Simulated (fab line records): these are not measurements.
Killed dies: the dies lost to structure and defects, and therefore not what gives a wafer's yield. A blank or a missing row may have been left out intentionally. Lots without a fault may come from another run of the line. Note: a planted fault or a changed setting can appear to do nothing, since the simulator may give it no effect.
fab line records -- flow nand-harc -- part 1 of 2: steps 1 to 30 of 41
record: lots: 5, wafers: 15, last-day: 34
route steps=1302 shown A_DECK1_JOINT@525 A_ONON_D2@545
lots with no fault: from the same line, run without faults
start-h: hours from the record's opening day to when the first of the lot's shown wafers began -- wait-h: hours elapsed since this lot's preceding step -- " identical to the entry in the row above -- L1.1+2: a row that stands for several wafers -- - value missing, or start not given -- * or withheld: withheld -- < > ~ a bound
route shown NAME@n: names a module that has steps shown in the file, with the first one's number in the route -- usual: mean/standard deviation of fault-free wafers -- same: alike in all rows -- chamber/n: place in a boat -- sites: each site's reading -- _std_site: standard deviation of those values -- _edge_site: the outer-site mean with the inner-site mean subtracted -- radius-mm: how far each site lies from the wafer's centre -- mask NAME#n: copy n -- behind: the tool/chamber that last shaped the wafer -- hold: reason for holding the lot/hours on hold/outcome of the hold -- device: the transistor (n, p or np) that didn't switch -- end of line: the same wafers' tests at the end of the route -- step lacking rows: just its recipe -- killed: the dies lost at the first sort to structure and to defects; this is not the yield of the wafer -- map: shows each die of a wafer: x if killed, . if not, _ if none is there
set.NAME: setting as actually run; set.NAME@STEP: the setting as run at that earlier step -- model.NAME: the simulator's own value behind a step, which no gauge read
lots at selected steps of the route; one table per step, one row per wafer
services: a tool's chamber out of use, with start hour (start-h, from the record's first day; less than 0 if before it), hours out, and reason
== steps ==
step: NHARC_A_DECK1_JOINT_ETCH_11
recipe: target-depth-a: 350, chemistry: dHF, material: SiO2
lot.wafer,tool,chamber,start-h,wait-h
L081.5+3+1,wet-bench-01,"4,6,0",322.44,0.0
L089.4+5+2,wet-bench-01,"4,6,0",399.95,0.0
L090.2+5+4,wet-bench-01,"6,0,2",410.10,0.0
L093.2+5+6,wet-bench-01,"3,5,6",438.36,0.1
L097.1+3+2,wet-bench-04,"2,3,5",478.37,0.0
step: NHARC_A_DECK1_JOINT_CVD_12
recipe: target-thk-a: 900, temp-c: 620, pressure-mtorr: 200, time-s: 1800, material: poly-Si
lot.wafer,tool,chamber,start-h,wait-h
L081.1+3+5,lpcvd-poly-03,0,325.50,3.0
L089.2+4+5,lpcvd-poly-04,0,402.62,2.6
L090.2+4+5,lpcvd-poly-04,0,412.75,2.6
L093.2+5+6,lpcvd-poly-04,0,440.97,2.6
L097.1+2+3,lpcvd-poly-03,0,481.02,2.6
step: NHARC_A_DECK1_JOINT_CMP_13
recipe: target-thk-nm: 51.023
usual: motor-current-A: 12.6/1.4, slurry-flow-ml-min: 150.1/0.44, time-to-endpoint-s: 8.3/1.7
lot.wafer,tool,chamber,start-h,wait-h,motor-current-A,slurry-flow-ml-min,time-to-endpoint-s
L081.3,cmp-01,2,328.36,0.4,13.0,149.6,7.7
L081.1,cmp-01,0,328.36,0.4,12.9,150.7,7.4
L081.5,cmp-01,2,328.36,0.4,13.2,149.5,9.7
L089.2,cmp-01,1,405.52,0.4,13.3,150.2,6.5
L089.4,cmp-01,2,405.52,0.4,13.0,149.8,9.1
L089.5,cmp-01,1,405.52,0.4,13.2,150.3,8.9
L090.2,cmp-04,0,415.69,0.4,13.9,149.6,9.1
L090.4,cmp-04,1,415.69,0.4,14.1,150.9,8.7
L090.5,cmp-04,3,415.69,0.4,10.6,149.8,10.1
L093.2,cmp-03,3,443.85,0.4,10.6,151.0,5.2
L093.6,cmp-03,1,443.85,0.4,13.1,149.8,3.9
L093.5,cmp-03,2,443.85,0.4,11.9,150.1,6.7
L097.1,cmp-04,3,483.87,0.4,10.4,149.7,8.6
L097.2,cmp-04,0,483.87,0.4,14.0,149.9,8.5
L097.3,cmp-04,1,483.87,0.4,13.1,149.9,9.2
step: NHARC_A_DECK1_JOINT_THK_MEAS_14
recipe: thk-meas-gauge: ellipsometry
usual: thk-nm: 50.8/1.3
lot.wafer,tool,chamber,start-h,wait-h,thk-nm
L081.1,film-metro-02,-,328.61,0.2,49.3
L081.3,film-metro-02,-,328.61,0.2,50.3
L081.5,film-metro-02,-,328.61,0.2,51.6
L089.2,film-metro-02,-,405.78,0.2,51.1
L089.4,film-metro-02,-,405.78,0.2,49.8
L089.5,film-metro-02,-,405.78,0.2,49.5
L090.2,film-metro-02,-,415.90,0.2,49.7
L090.4,film-metro-02,-,415.90,0.2,49.0
L090.5,film-metro-02,-,415.90,0.2,49.6
L093.2,film-metro-01,-,444.06,0.2,52.2
L093.5,film-metro-01,-,444.06,0.2,53.0
L093.6,film-metro-01,-,444.06,0.2,51.0
L097.1,film-metro-02,-,484.10,0.2,51.2
L097.2,film-metro-02,-,484.10,0.2,49.5
L097.3,film-metro-02,-,484.10,0.2,48.8
step: NHARC_A_DECK1_JOINT_SRD_04
lot.wafer,tool,chamber,start-h,wait-h
L081.5+3+1,wet-bench-04,"4,5,6",328.66,0.0
L089.4+2+5,wet-bench-01,"4,7,1",405.82,0.0
L090.4+5+2,wet-bench-04,"3,4,5",415.94,0.0
L093.6+5+2,wet-bench-04,"5,6,7",444.10,0.0
L097.2+3+1,wet-bench-04,"1,2,3",484.15,0.0
step: NHARC_A_DECK1_JOINT_ETCHBACK_00
recipe: target-depth-a: 300, time-s: 17.4, hbr-flow-sccm: 150, rf-w: 350, icp-w: 350, bias-w: 60, chemistry: HBr
usual: drypump-motor-current-A: 5.72/0.28, oes-product-au: 1.000/0.0075, throttle-valve-pct: 23.267/0.0083
lot.wafer,tool,chamber,start-h,wait-h,drypump-motor-current-A,oes-product-au,rf-hours-counter-h,throttle-valve-pct
L081.1,rie-si-03,1,328.76,0.1,5.27,1.000,0.5,23.269
L081.3,rie-si-03,3,328.76,0.1,6.17,1.007,0.6,23.280
L081.5,rie-si-03,2,328.76,0.1,6.06,1.002,-,23.267
L089.4,rie-si-06,1,405.92,0.1,5.85,1.020,0.9,23.258
L089.2,rie-si-06,3,405.92,0.1,5.47,0.992,0.9,23.252
L089.5,rie-si-06,1,405.92,0.1,5.84,1.007,-,23.261
L090.4,rie-si-05,2,416.03,0.1,5.55,0.998,0.6,23.255
L090.2,rie-si-05,0,416.03,0.1,5.92,0.997,0.8,23.264
L090.5,rie-si-05,2,416.03,0.1,5.54,1.001,-,23.262
L093.2,rie-si-06,2,444.22,0.1,5.63,0.979,0.1,23.268
L093.5,rie-si-06,3,444.22,0.1,5.50,0.996,-,23.267
L093.6,rie-si-06,0,444.22,0.1,5.49,0.992,-,23.262
L097.2,rie-si-03,2,484.23,0.1,6.11,0.987,0.5,23.265
L097.1,rie-si-03,0,484.23,0.1,5.70,0.987,0.5,23.265
L097.3,rie-si-03,1,484.23,0.1,5.25,0.993,0.5,23.270
step: NHARC_A_DECK1_JOINT_PRECLEAN_30
recipe: time-s: *, temp-c: 50, bath-age-min: 0, chemistry: SC1
usual: nh4oh-flow-mL-min: 28.30/0.081
same: bath-age-min: 0
lot.wafer,tool,chamber,start-h,wait-h,nh4oh-flow-mL-min
L081.5,wet-bench-06,7,328.92,0.1,28.38
L081.3,wet-bench-06,0,328.92,0.1,28.37
L081.1,wet-bench-06,1,328.92,0.1,28.28
L089.5,wet-bench-01,3,406.05,0.1,28.30
L089.2,wet-bench-01,4,406.05,0.1,28.28
L089.4,wet-bench-01,6,406.05,0.1,28.33
L090.4,wet-bench-06,7,416.18,0.1,28.29
L090.2,wet-bench-06,0,416.18,0.1,28.17
L090.5,wet-bench-06,1,416.18,0.1,28.45
L093.5,wet-bench-06,5,444.33,0.1,28.22
L093.6,wet-bench-06,7,444.33,0.1,28.39
L093.2,wet-bench-06,1,444.33,0.1,28.45
L097.2,wet-bench-01,6,484.40,0.2,28.45
L097.1,wet-bench-01,1,484.40,0.2,28.29
L097.3,wet-bench-01,2,484.40,0.2,28.32
step: NHARC_A_DECK1_JOINT_SRD_31
lot.wafer,tool,chamber,start-h,wait-h
L081.5+3+1,wet-bench-06,"7,0,1",-,-
L089.5+2+4,wet-bench-01,"3,4,6",-,-
L090.4+2+5,wet-bench-06,"7,0,1",-,-
L093.5+6+2,wet-bench-06,"5,7,1",-,-
L097.2+1+3,wet-bench-01,"6,1,2",-,-
step: NHARC_A_DECK1_JOINT_CVD_34
recipe: target-thk-a: 200, temp-c: 700, pressure-mtorr: 300, material: SiNx
lot.wafer,tool,chamber,start-h,wait-h
L081.1+3+5,lpcvd-01,0,332.15,-
L089.2+4+5,lpcvd-01,1,410.12,-
L090.2+4+5,lpcvd-01,0,419.42,-
L093.2+5+6,lpcvd-02,1,447.56,-
L097.1+2+3,lpcvd-01,0,487.64,-
step: NHARC_A_DECK1_JOINT_DEP_06
recipe: target-thk-a: 800, temp-c: 65, material: SiOx
lot.wafer,tool,chamber,start-h,wait-h
L081.1+3+5,fcvd-01,"1,1,0",335.35,0.4
L089.2+4+5,fcvd-01,"1,1,0",414.70,0.4
L090.2+4+5,fcvd-02,"1,1,0",424.11,0.4
L093.2+5+6,fcvd-01,"1,1,0",451.05,0.6
L097.2+1+3,fcvd-02,"0,1,0",490.88,0.4
step: NHARC_A_DECK1_JOINT_CURE_26
recipe: temp-c: 150, time-s: 32, pressure-atm: 0.395
lot.wafer,tool,chamber,start-h,wait-h
L081.1+3+5,fcvd-01,"1,1,0",335.53,0.1
L089.2+4+5,fcvd-01,"1,1,0",414.88,0.1
L090.2+4+5,fcvd-02,"1,1,0",424.28,0.1
L093.2+5+6,fcvd-01,"1,1,0",451.23,0.1
L097.2+1+3,fcvd-02,"0,1,0",491.06,0.1
step: NHARC_A_DECK1_JOINT_ANNEAL_27
recipe: temp-c: 400, time-s: 3600, idle-temp-c: 300, ramp-up-c-per-min: 10, densification-p-h2o-torr: 640
lot.wafer,tool,chamber,start-h,wait-h
L081.1+3+5,furnace-08,0,338.26,2.7
L089.2+4+5,furnace-08,0,417.75,2.9
L090.2+4+5,furnace-07,0,428.12,3.8
L093.2+5+6,furnace-07,0,455.57,4.3
L097.1+2+3,furnace-04,0,495.37,4.3
step: NHARC_A_DECK1_JOINT_ANNEAL_28
recipe: temp-c: 500, time-s: 1800, idle-temp-c: 400, ramp-up-c-per-min: 10, densification-p-h2o-torr: 640
lot.wafer,tool,chamber,start-h,wait-h
L081.1+3+5,furnace-08,0,343.68,3.7
L089.2+4+5,furnace-08,0,422.08,2.6
L090.2+4+5,furnace-07,0,432.79,2.9
L093.2+5+6,furnace-07,0,461.83,4.5
L097.1+2+3,furnace-04,0,501.73,4.6
step: NHARC_A_DECK1_JOINT_ANNEAL_29
recipe: temp-c: 750, time-s: 1800, idle-temp-c: 500, ramp-up-c-per-min: 10, ramp-down-c-per-min: 3
lot.wafer,tool,chamber,start-h,wait-h
L081.1+3+5,furnace-08,0,348.65,4.3
L089.2+4+5,furnace-08,0,425.32,2.6
L090.2+4+5,furnace-07,0,438.14,4.7
L093.2+5+6,furnace-07,0,466.14,3.7
L097.1+2+3,furnace-04,0,506.15,3.8
step: NHARC_A_DECK1_JOINT_CMP_02
recipe: material: SiOx
usual: motor-current-A: 12.7/1.2, slurry-flow-ml-min: 150.0/0.49
lot.wafer,tool,chamber,start-h,wait-h,motor-current-A,slurry-flow-ml-min
L081.3,cmp-01,0,351.31,0.4,13.2,148.9
L081.1,cmp-01,1,351.31,0.4,12.9,149.2
L081.5,cmp-01,3,351.31,0.4,12.8,148.6
L089.2,cmp-01,2,428.03,0.4,12.8,150.8
L089.4,cmp-01,3,428.03,0.4,12.5,149.5
L089.5,cmp-01,2,428.03,0.4,12.7,150.2
L090.2,cmp-01,1,440.78,0.4,13.7,151.0
L090.4,cmp-01,2,440.78,0.4,13.0,149.7
L090.5,cmp-01,2,440.78,0.4,13.0,149.9
L093.2,cmp-01,0,468.83,0.4,13.9,149.9
L093.5,cmp-01,0,468.83,0.4,12.8,149.2
L093.6,cmp-01,1,468.83,0.4,13.4,150.2
L097.3,cmp-03,1,508.82,0.4,13.2,149.4
L097.1,cmp-03,2,508.82,0.4,12.4,150.5
L097.2,cmp-03,3,508.82,0.4,10.8,149.7
step: NHARC_A_DECK1_JOINT_SRD_15
lot.wafer,tool,chamber,start-h,wait-h
L081.3+5+1,wet-bench-01,"0,1,5",351.58,0.0
L089.5+4+2,wet-bench-06,"0,2,4",428.30,0.0
L090.2+5+4,wet-bench-01,"0,1,2",441.09,0.1
L093.6+5+2,wet-bench-04,"6,7,1",469.13,0.0
L097.3+2+1,wet-bench-06,"0,4,5",509.12,0.0
step: NHARC_A_DECK1_JOINT_DEP_16
recipe: target-thk-a: 450, temp-c: 400, pressure-torr: 6.5, rf-w: 900, teos-flow-sccm: 161.4, flow-sccm: 2650, target-thk-nm: 45, gas: O2, material: SiO2
usual: heater-power-w: 554/74, throttle-valve-pct: 16.0/0.49
lot.wafer,tool,chamber,start-h,wait-h,heater-power-w,since-wet-clean-h,throttle-valve-pct
L081.3,pecvd-03,0,351.68,0.1,735,154,16.5
L081.1,pecvd-03,1,351.68,0.1,567,154,16.3
L081.5,pecvd-03,2,351.68,0.1,583,-,16.1
L089.2,pecvd-03,2,428.42,0.1,621,49,16.1
L089.4,pecvd-03,2,428.42,0.1,601,-,16.0
L089.5,pecvd-03,1,428.42,0.1,519,-,15.5
L090.2,pecvd-01,2,441.17,0.1,480,117,16.2
L090.4,pecvd-01,0,441.17,0.1,602,-,16.0
L090.5,pecvd-01,1,441.17,0.1,527,-,15.1
L093.2,pecvd-01,2,469.21,0.1,523,145,16.1
L093.6,pecvd-01,2,469.21,0.1,518,-,16.2
L093.5,pecvd-01,1,469.21,0.1,455,-,15.1
L097.1,pecvd-03,1,509.21,0.1,550,130,16.0
L097.2,pecvd-03,2,509.21,0.1,466,130,16.5
L097.3,pecvd-03,2,509.21,0.1,471,-,16.4
step: NHARC_A_DECK1_JOINT_THK_MEAS_17
recipe: thk-meas-gauge: ellipsometry
usual: thk-nm: 44.9/1.2
lot.wafer,tool,chamber,start-h,wait-h,thk-nm
L081.1,film-metro-02,-,351.96,0.2,43.0
L081.3,film-metro-02,-,351.96,0.2,43.2
L081.5,film-metro-02,-,351.96,0.2,45.4
L089.2,film-metro-02,-,428.79,0.3,43.3
L089.4,film-metro-02,-,428.79,0.3,42.5
L089.5,film-metro-02,-,428.79,0.3,43.0
L090.2,film-metro-02,-,441.45,0.3,45.4
L090.4,film-metro-02,-,441.45,0.3,45.4
L090.5,film-metro-02,-,441.45,0.3,46.3
L093.2,film-metro-01,-,469.50,0.3,45.3
L093.5,film-metro-01,-,469.50,0.3,45.9
L093.6,film-metro-01,-,469.50,0.3,45.9
L097.1,film-metro-01,-,509.58,0.3,43.6
L097.2,film-metro-01,-,509.58,0.3,42.3
L097.3,film-metro-01,-,509.58,0.3,42.4
step: NHARC_A_DECK1_JOINT_INSPECT_05
usual: raw-defect-count: 347/120
lot.wafer,tool,chamber,start-h,wait-h,raw-defect-count
L081.1,defect-inspect-02,-,351.99,0.0,374
L081.3,defect-inspect-02,-,351.99,0.0,269
L081.5,defect-inspect-02,-,351.99,0.0,317
L089.2,defect-inspect-01,-,428.82,0.0,221
L089.4,defect-inspect-01,-,428.82,0.0,194
L089.5,defect-inspect-01,-,428.82,0.0,225
L090.2,defect-inspect-01,-,441.49,0.0,536
L090.4,defect-inspect-01,-,441.49,0.0,319
L090.5,defect-inspect-01,-,441.49,0.0,558
L093.2,defect-inspect-01,-,469.53,0.0,465
L093.5,defect-inspect-01,-,469.53,0.0,180
L093.6,defect-inspect-01,-,469.53,0.0,455
L097.1,defect-inspect-02,-,509.61,0.0,298
L097.2,defect-inspect-02,-,509.61,0.0,238
L097.3,defect-inspect-02,-,509.61,0.0,249
step: NHARC_A_ONON_D2_DEP_00
recipe: target-thk-a: 10000, n2-flow-sccm: 2750, n2o-flow-sccm: 2000, nh3-flow-sccm: 500, sih4-flow-sccm: 210, temp-c: 400
usual: n2o-flow-sccm: 2000/6.2
lot.wafer,tool,chamber,start-h,wait-h,n2o-flow-sccm
L081.1,pecvd-onon-01,0,352.06,0.1,2008
L081.3,pecvd-onon-01,0,352.06,0.1,2009
L081.5,pecvd-onon-01,0,352.06,0.1,2007
L089.2,pecvd-onon-01,0,428.95,0.1,1995
L089.4,pecvd-onon-01,0,428.95,0.1,2006
L089.5,pecvd-onon-01,0,428.95,0.1,2003
L090.2,pecvd-onon-01,0,441.61,0.1,2006
L090.4,pecvd-onon-01,0,441.61,0.1,1996
L090.5,pecvd-onon-01,0,441.61,0.1,1996
L093.2,pecvd-onon-01,0,469.65,0.1,1995
L093.5,pecvd-onon-01,0,469.65,0.1,2003
L093.6,pecvd-onon-01,0,469.65,0.1,1999
L097.1,pecvd-onon-01,0,509.68,0.1,2003
L097.2,pecvd-onon-01,0,509.68,0.1,2009
L097.3,pecvd-onon-01,0,509.68,0.1,2007
step: NHARC_A_ONON_D2_THK_MEAS_02
recipe: thk-meas-gauge: ellipsometry
usual: thk-nm: 1001/9.4
lot.wafer,tool,chamber,start-h,wait-h,thk-nm
L081.1,film-metro-02,-,352.58,-,994
L081.3,film-metro-02,-,352.58,-,995
L081.5,film-metro-02,-,352.58,-,994
L089.2,film-metro-01,-,429.39,-,980
L089.4,film-metro-01,-,429.39,-,980
L089.5,film-metro-01,-,429.39,-,979
L090.2,film-metro-01,-,442.07,-,994
L090.4,film-metro-01,-,442.07,-,998
L090.5,film-metro-01,-,442.07,-,997
L093.2,film-metro-01,-,470.10,-,997
L093.5,film-metro-01,-,470.10,-,996
L093.6,film-metro-01,-,470.10,-,995
L097.1,film-metro-01,-,510.20,-,1013
L097.2,film-metro-01,-,510.20,-,1010
L097.3,film-metro-01,-,510.20,-,1012
step: NHARC_A_ONON_D2_DEP_03
recipe: target-thk-a: 10000, n2-flow-sccm: 2750, n2o-flow-sccm: 2000, nh3-flow-sccm: 500, sih4-flow-sccm: 210, temp-c: 400
usual: n2o-flow-sccm: 2000/6.2
lot.wafer,tool,chamber,start-h,wait-h,n2o-flow-sccm
L081.1,pecvd-onon-02,0,352.63,0.1,2000
L081.3,pecvd-onon-02,0,352.63,0.1,1996
L081.5,pecvd-onon-02,0,352.63,0.1,1999
L089.2,pecvd-onon-04,0,429.51,0.1,2009
L089.4,pecvd-onon-04,0,429.51,0.1,2004
L089.5,pecvd-onon-04,0,429.51,0.1,1993
L090.2,pecvd-onon-04,0,442.18,0.1,1996
L090.4,pecvd-onon-04,0,442.18,0.1,2000
L090.5,pecvd-onon-04,0,442.18,0.1,2005
L093.2,pecvd-onon-01,0,470.22,0.1,2011
L093.5,pecvd-onon-01,0,470.22,0.1,2007
L093.6,pecvd-onon-01,0,470.22,0.1,2000
L097.1,pecvd-onon-01,0,510.25,0.1,2004
L097.2,pecvd-onon-01,0,510.25,0.1,1999
L097.3,pecvd-onon-01,0,510.25,0.1,2002
step: NHARC_A_ONON_D2_THK_MEAS_05
recipe: thk-meas-gauge: ellipsometry
usual: thk-nm: 1000/9.5
lot.wafer,tool,chamber,start-h,wait-h,thk-nm
L081.1,film-metro-01,-,353.14,-,998
L081.3,film-metro-01,-,353.14,-,997
L081.5,film-metro-01,-,353.14,-,1000
L089.2,film-metro-01,-,429.96,-,1016
L089.4,film-metro-01,-,429.96,-,1014
L089.5,film-metro-01,-,429.96,-,1016
L090.2,film-metro-01,-,442.63,-,996
L090.4,film-metro-01,-,442.63,-,992
L090.5,film-metro-01,-,442.63,-,993
L093.2,film-metro-01,-,470.67,-,993
L093.5,film-metro-01,-,470.67,-,992
L093.6,film-metro-01,-,470.67,-,991
L097.1,film-metro-02,-,510.76,-,1000
L097.2,film-metro-02,-,510.76,-,1003
L097.3,film-metro-02,-,510.76,-,1001
step: NHARC_A_ONON_D2_DEP_06
recipe: target-thk-a: 10000, n2-flow-sccm: 2750, n2o-flow-sccm: 2000, nh3-flow-sccm: 500, sih4-flow-sccm: 210, temp-c: 400
usual: n2o-flow-sccm: 2000/6.4
lot.wafer,tool,chamber,start-h,wait-h,n2o-flow-sccm
L081.1,pecvd-onon-04,0,353.19,0.1,2004
L081.3,pecvd-onon-04,0,353.19,0.1,2005
L081.5,pecvd-onon-04,0,353.19,0.1,2006
L089.2,pecvd-onon-01,0,430.07,0.1,2011
L089.4,pecvd-onon-01,0,430.07,0.1,1997
L089.5,pecvd-onon-01,0,430.07,0.1,1999
L090.2,pecvd-onon-02,0,442.74,0.1,2001
L090.4,pecvd-onon-02,0,442.74,0.1,2006
L090.5,pecvd-onon-02,0,442.74,0.1,2009
L093.2,pecvd-onon-01,0,470.78,0.1,1999
L093.5,pecvd-onon-01,0,470.78,0.1,1999
L093.6,pecvd-onon-01,0,470.78,0.1,1995
L097.1,pecvd-onon-01,0,510.82,0.1,2004
L097.2,pecvd-onon-01,0,510.82,0.1,2002
L097.3,pecvd-onon-01,0,510.82,0.1,2000
step: NHARC_A_ONON_D2_THK_MEAS_08
recipe: thk-meas-gauge: ellipsometry
usual: thk-nm: 998/11
lot.wafer,tool,chamber,start-h,wait-h,thk-nm
L081.1,film-metro-01,-,353.70,-,1005
L081.3,film-metro-01,-,353.70,-,1005
L081.5,film-metro-01,-,353.70,-,1004
L089.2,film-metro-02,-,430.52,-,972
L089.4,film-metro-02,-,430.52,-,971
L089.5,film-metro-02,-,430.52,-,970
L090.2,film-metro-01,-,443.19,-,1005
L090.4,film-metro-01,-,443.19,-,1004
L090.5,film-metro-01,-,443.19,-,1002
L093.2,film-metro-01,-,471.23,-,998
L093.5,film-metro-01,-,471.23,-,998
L093.6,film-metro-01,-,471.23,-,998
L097.1,film-metro-02,-,511.33,-,992
L097.2,film-metro-02,-,511.33,-,994
L097.3,film-metro-02,-,511.33,-,993
step: NHARC_A_ONON_D2_DEP_09
recipe: target-thk-a: 10000, n2-flow-sccm: 2750, n2o-flow-sccm: 2000, nh3-flow-sccm: 500, sih4-flow-sccm: 210, temp-c: 400
usual: n2o-flow-sccm: 1999/5.4
lot.wafer,tool,chamber,start-h,wait-h,n2o-flow-sccm
L081.1,pecvd-onon-01,0,353.76,0.1,2002
L081.3,pecvd-onon-01,0,353.76,0.1,1999
L081.5,pecvd-onon-01,0,353.76,0.1,2001
L089.2,pecvd-onon-04,0,430.64,0.1,1994
L089.4,pecvd-onon-04,0,430.64,0.1,2001
L089.5,pecvd-onon-04,0,430.64,0.1,1988
L090.2,pecvd-onon-01,0,443.30,0.1,1986
L090.4,pecvd-onon-01,0,443.30,0.1,1992
L090.5,pecvd-onon-01,0,443.30,0.1,1988
L093.2,pecvd-onon-01,0,471.35,0.1,1997
L093.5,pecvd-onon-01,0,471.35,0.1,1991
L093.6,pecvd-onon-01,0,471.35,0.1,2003
L097.1,pecvd-onon-02,0,511.39,0.1,2000
L097.2,pecvd-onon-02,0,511.39,0.1,1999
L097.3,pecvd-onon-02,0,511.39,0.1,1995
step: NHARC_A_ONON_D2_THK_MEAS_11
recipe: thk-meas-gauge: ellipsometry
usual: thk-nm: 1000/8.6
lot.wafer,tool,chamber,start-h,wait-h,thk-nm
L081.1,film-metro-01,-,354.27,-,1008
L081.3,film-metro-01,-,354.27,-,1008
L081.5,film-metro-01,-,354.27,-,1009
L089.2,film-metro-01,-,431.09,-,1008
L089.4,film-metro-01,-,431.09,-,1009
L089.5,film-metro-01,-,431.09,-,1009
L090.2,film-metro-01,-,443.74,-,994
L090.4,film-metro-01,-,443.74,-,993
L090.5,film-metro-01,-,443.74,-,995
L093.2,film-metro-01,-,471.80,-,1004
L093.5,film-metro-01,-,471.80,-,1005
L093.6,film-metro-01,-,471.80,-,1005
L097.1,film-metro-01,-,511.89,-,998
L097.2,film-metro-01,-,511.89,-,999
L097.3,film-metro-01,-,511.89,-,998
step: NHARC_A_ONON_D2_DEP_12
recipe: target-thk-a: 10000, n2-flow-sccm: 2750, n2o-flow-sccm: 2000, nh3-flow-sccm: 500, sih4-flow-sccm: 210, temp-c: 400
usual: n2o-flow-sccm: 2000/5.1
lot.wafer,tool,chamber,start-h,wait-h,n2o-flow-sccm
L081.1,pecvd-onon-02,0,354.32,0.1,2000
L081.3,pecvd-onon-02,0,354.32,0.1,2007
L081.5,pecvd-onon-02,0,354.32,0.1,2000
L089.2,pecvd-onon-02,0,431.21,0.1,1998
L089.4,pecvd-onon-02,0,431.21,0.1,2004
L089.5,pecvd-onon-02,0,431.21,0.1,1996
L090.2,pecvd-onon-04,0,443.86,0.1,2000
L090.4,pecvd-onon-04,0,443.86,0.1,2006
L090.5,pecvd-onon-04,0,443.86,0.1,2001
L093.2,pecvd-onon-01,0,471.92,0.1,1996
L093.5,pecvd-onon-01,0,471.92,0.1,2000
L093.6,pecvd-onon-01,0,471.92,0.1,1999
L097.1,pecvd-onon-04,0,511.95,0.1,2008
L097.2,pecvd-onon-04,0,511.95,0.1,2012
L097.3,pecvd-onon-04,0,511.95,0.1,2004
step: NHARC_A_ONON_D2_THK_MEAS_14
recipe: thk-meas-gauge: ellipsometry
usual: thk-nm: 999/9.5
lot.wafer,tool,chamber,start-h,wait-h,thk-nm
L081.1,film-metro-02,-,354.84,-,999
L081.3,film-metro-02,-,354.84,-,998
L081.5,film-metro-02,-,354.84,-,999
L089.2,film-metro-01,-,431.66,-,997
L089.4,film-metro-01,-,431.66,-,996
L089.5,film-metro-01,-,431.66,-,993
L090.2,film-metro-01,-,444.31,-,986
L090.4,film-metro-01,-,444.31,-,989
L090.5,film-metro-01,-,444.31,-,986
L093.2,film-metro-02,-,472.37,-,981
L093.5,film-metro-02,-,472.37,-,981
L093.6,film-metro-02,-,472.37,-,981
L097.1,film-metro-02,-,512.46,-,996
L097.2,film-metro-02,-,512.46,-,993
L097.3,film-metro-02,-,512.46,-,995
step: NHARC_A_ONON_D2_ANNEAL_15
recipe: temp-c: 750, time-s: 3600
lot.wafer,tool,chamber,start-h,wait-h
L081.1+3+5,furnace-02,0,358.23,3.4
L089.2+4+5,furnace-06,0,434.69,3.0
L090.2+4+5,furnace-02,0,447.70,3.4
L093.2+5+6,furnace-05,0,476.05,3.7
L097.1+2+3,furnace-06,0,517.56,5.1
